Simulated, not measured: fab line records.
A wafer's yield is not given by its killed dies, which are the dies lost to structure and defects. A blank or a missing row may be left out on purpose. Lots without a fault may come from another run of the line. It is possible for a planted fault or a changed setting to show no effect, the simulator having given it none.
Chamber matching -- flow n5-finfet -- N5_BEOL_M13_ETCH_59 on rie-diel-06 has 4 sister chambers
The step etches BARC in N2/H2, target depth 89 nm, overetch 26.7 nm, time 67.9 s. 27 wafers are shown with their chamber, then 12 later ones without.

## EACH WAFER AND ITS CHAMBER
wafer,chamber,drypump-motor-current-A (A),throttle-valve-pct (%),showerhead-plenum-p-Torr (Torr)
L078.2,2,5.2,18.08,2.62
L078.3,3,5.4,18.22,2.42
L078.6,3,5.4,18.22,2.42
L077.4,3,5.4,18.21,2.42
L077.5,3,5.4,18.22,2.42
L077.6,2,5.2,18.07,2.62
L079.1,0,4.9,17.69,2.47
L079.4,1,5.7,17.75,2.39
L079.6,0,4.9,17.70,2.47
L081.1,3,5.4,18.24,2.41
L081.2,2,5.3,17.66,2.62
L081.6,0,4.9,17.69,2.47
L083.2,3,5.4,18.24,2.41
L083.3,1,5.7,17.31,2.70
L083.6,3,5.4,18.26,2.41
L090.1,2,5.2,17.66,2.61
L090.2,1,5.7,17.34,2.70
L090.3,3,5.4,18.27,2.40
L090.4,0,4.9,17.72,2.47
L090.5,2,5.2,17.68,2.61
L090.6,3,5.4,18.26,2.40
L091.1,2,5.2,17.72,2.61
L091.2,0,4.9,17.72,2.46
L091.3,3,5.4,18.28,2.40
L091.4,3,5.4,18.27,2.40
L091.5,2,5.2,17.70,2.61
L091.6,0,4.9,17.74,2.46

SIGNATURES (averages over the wafers above)
reading,chamber 0,chamber 1,chamber 2,chamber 3,scatter within a chamber
drypump-motor-current-A,4.900,5.700,5.214,5.400,0.0193
throttle-valve-pct,17.7100,17.4667,17.7957,18.2445,0.123
showerhead-plenum-p-Torr,2.4667,2.5967,2.6143,2.4100,0.0532
Rule: a wafer's distance from a chamber is the root of the sum, over the readings, of the square of ((its reading less the chamber's mean) divided by the reading's scatter). If the next closest chamber is less than 2 further off than the closest, the wafer can't be placed; otherwise it belongs to the closest. The scatter is the square root of a quotient: the sum, over the shown wafers, of each reading's squared deviation from its chamber's mean, divided by wafers minus chambers.

## WAFERS WITHOUT THEIR CHAMBER
wafer,drypump-motor-current-A (A),throttle-valve-pct (%),showerhead-plenum-p-Torr (Torr)
L088.2,5.2,17.70,2.61
L088.3,4.9,17.72,2.46
L088.6,5.4,18.27,2.40
L092.1,5.3,18.27,2.40
L092.2,5.2,17.71,2.61
L092.4,5.3,18.27,2.40
L093.2,5.7,17.34,2.70
L093.4,4.9,17.73,2.46
L093.6,4.9,17.74,2.46
L096.2,5.7,17.34,2.70
L096.5,4.9,17.73,2.46
L096.6,5.4,18.30,2.40

## EACH ONE'S CHAMBER
wafer,from the rows above,in truth
L088.2,2,2
L088.3,0,0
L088.6,3,3
L092.1,can't be placed: 3 or 2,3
L092.2,2,2
L092.4,can't be placed: 3 or 2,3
L093.2,1,1
L093.4,0,0
L093.6,0,0
L096.2,1,1
L096.5,0,0
L096.6,3,3
Placed correctly: 10 of 12. These rows do not allow placing 2 (true chamber among the candidates in 2). Wrongly placed: 0.
